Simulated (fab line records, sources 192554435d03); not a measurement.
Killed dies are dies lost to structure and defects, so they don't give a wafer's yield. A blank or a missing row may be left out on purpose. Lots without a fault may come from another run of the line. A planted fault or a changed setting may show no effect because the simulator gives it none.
Chamber matching | flow n5_finfet | N5_FIN_SAQP_HM_DEP_72 on pecvd-04: 3 sister chambers
The step deposits SiO2 from SiH4/N2O, target thk 12 nm, time 7.2 s. 6 wafers are shown with their chamber, then 8 later ones without.

WAFERS WITH THEIR CHAMBER
wafer  | chamber | showerhead_plenum_p_Torr (Torr) | heater_power_w (W)
L083.6 | 0       | 8.25                            | 839
L087.2 | 0       | 8.27                            | 837
L088.1 | 1       | 8.28                            | 720
L088.2 | 2       | 7.98                            | 906
L088.6 | 2       | 7.99                            | 936
L089.1 | 1       | 8.27                            | 683

WAFERS WITHOUT THEIR CHAMBER
wafer  | showerhead_plenum_p_Torr (Torr) | heater_power_w (W)
L089.3 | 8.25                            | 853
L089.5 | 8.27                            | 912
L090.3 | 8.29                            | 737
L090.4 | 8.26                            | 844
L090.6 | 7.96                            | 883
L095.2 | 7.97                            | 881
L095.3 | 8.26                            | 836
L095.5 | 7.98                            | 921

WHICH CHAMBER EACH WENT THROUGH
wafer  | from the rows above | in truth
L089.3 | 0                   | 0
L089.5 | 0                   | 0
L090.3 | 1                   | 1
L090.4 | 0                   | 0
L090.6 | 2                   | 2
L095.2 | 2                   | 2
L095.3 | 0                   | 0
L095.5 | 2                   | 2
Placed correctly: 8 of 8. Can't be placed from these rows: 0. Placed wrongly: 0.
How it was worked out, from the rows above alone: a wafer's distance from a chamber is the root of the sum, over the readings, of the square of ((its reading less the chamber's mean) divided by the reading's scatter). The wafer belongs to the nearest chamber; if the next one is less than 2 further off, it can't be placed. A chamber's mean is the mean of its shown wafers. The scatter: the root of (the sum of the squares of (reading less its chamber's mean) over the shown wafers, divided by (wafers less chambers)).
